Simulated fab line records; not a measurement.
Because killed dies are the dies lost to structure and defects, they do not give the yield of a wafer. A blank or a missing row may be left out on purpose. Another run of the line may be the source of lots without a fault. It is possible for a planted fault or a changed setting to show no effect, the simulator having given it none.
A struck lot beside a sound one | flow n5_finfet | 34 out of 1938 route steps
Sound: the wafers L331.3, L331.4, L331.6. Struck: wafers L321.5, L321.6 (left out: L321.2, a lot-mate that was not struck); the cause follows at the end.
Per side, at each step with rows, come the tool, then ch with its chambers, and then its first start. Under that, the readings that differ: sound wafers | struck wafers | difference of the means | sigmas: that difference in standard deviations of wafers without a fault.
alike: same words and numbers on both sides, and readings whose means sit less than 2 such deviations apart. not compared: any withheld reading, any reading some wafer has no value for, any bound like >300 that may hide the same value, and any number with overlapping values for which the record gives no deviation.
A row with sigmas, a row that says differs or no value, or rows on one side alone: a step with any of these is where the two part. Numbers that have no deviation but don't overlap get no sigmas and don't part them. A reading that every wafer of one side lacks parts them only if that side has two wafers or more.

first, 10 steps without rows for these wafers: N5_STI_FIN_REVEAL_PRECLEAN_18 (cleans in SC2, time 45 s); N5_STI_FIN_REVEAL_SRD_28 (time 30 s); N5_DUMMY_GATE_PRECLEAN_00 (cleans in O3/DIW, time 60 s); N5_DUMMY_GATE_SRD_01 (time 30 s); N5_DUMMY_GATE_ALD_02 (deposits SiO2, target thk 2 nm, pulse time 1 s); N5_DUMMY_GATE_CVD_03 (deposits a-Si from SiH4, target thk 150 nm, time 8042 s); N5_DUMMY_GATE_PRECLEAN_46 (cleans in DIW, time 89.5 s); N5_DUMMY_GATE_SRD_47 (dry time 32 s); N5_DUMMY_GATE_CMP_04 (polishes a-Si); N5_DUMMY_GATE_HM_DEP_06 (deposits SiNx from DCS/NH3, target thk 80 nm, time 5141 s).
N5_DUMMY_GATE_PECVD_30: deposits SiO2 from TEOS/O2, target thk 55 nm, time 10.8 s.
  sound on pecvd-01 ch 1,2, day 8 08:38; struck on pecvd-02 ch 0,1, day 6 00:16
  reading                                       | sound          | struck    | difference | sigmas
  model.SiO2_of_DUMMY_GATE_PECVD_30.thk_nm (nm) | 55.4 55.8 56.4 | 40.6 39.8 | -15.7      |
then, 22 steps without rows for these wafers: N5_DUMMY_GATE_COAT_34 (time 60 s, resist thk 60 nm); N5_DUMMY_GATE_COAT_35 (time 60 s, resist thk 10 nm); N5_DUMMY_GATE_COAT_28 (time 60 s, resist thk 10 nm); N5_DUMMY_GATE_COAT_09 (resist thk 30 nm); N5_DUMMY_GATE_EBR_11; N5_DUMMY_GATE_SOFTBAKE_10 (time 60 s); N5_DUMMY_GATE_EXPOSE_12 (exposes mask GATE, target cd 25 nm); N5_DUMMY_GATE_PEB_13 (peb time 60 s); N5_DUMMY_GATE_DEVELOP_14 (develop time 30 s); N5_DUMMY_GATE_DESCUM_20 (chemistry O2, time 6.2 s); N5_DUMMY_GATE_ETCH_29 (etches underlayer in N2/H2, target depth 13 nm); N5_DUMMY_GATE_ETCH_36 (etches SiARC in CF4, target depth 13 nm); N5_DUMMY_GATE_ETCH_37 (etches SOC in N2/H2, target depth 60 nm, overetch 30 nm); N5_DUMMY_GATE_STRIP_38 (strips in N2/H2); N5_DUMMY_GATE_STRIP_39 (strips in N2/H2); N5_DUMMY_GATE_TRIM_49 (chemistry O2, time 29 s, target cd 14 nm); N5_DUMMY_GATE_STRIP_40 (strips in CF4); N5_DUMMY_GATE_ETCH_31 (etches SiO2 in C4F6/O2, target depth 82.5 nm, time 27.5 s); N5_DUMMY_GATE_STRIP_41 (strips in O2); N5_DUMMY_GATE_HM_OPEN_21 (chemistry CH3F/O2, target SiNx, target depth 120 nm, time 171.4 s); N5_DUMMY_GATE_ETCH_32 (etches SiO2 in CF4, target depth 3.5 nm, time 3.9 s); N5_DUMMY_GATE_ETCH_23 (etches poly-Si in HBr/Cl2/O2, target depth 41 nm, time 22.3 s).
N5_DUMMY_GATE_ETCH_44: etches poly-Si in HBr/O2, stops on SiO2, target depth 127.5 nm.
  sound on rie_si-01 ch 1,2,3, day 8 09:52; struck on rie_si-05 ch 2,3, day 6 01:28
  reading                                       | sound          | struck    | difference | sigmas
  model.SiO2_of_DUMMY_GATE_PECVD_30.thk_nm (nm) | 38.4 38.8 39.6 | 23.8 23.4 | -15.3      |
  alike: drypump_motor_current_A, oes_product_au, throttle_valve_pct
  not compared: rf_hours_counter_h

== WHERE THEY PART ==
Nowhere in this record.

WHY: the cause the simulator had injected
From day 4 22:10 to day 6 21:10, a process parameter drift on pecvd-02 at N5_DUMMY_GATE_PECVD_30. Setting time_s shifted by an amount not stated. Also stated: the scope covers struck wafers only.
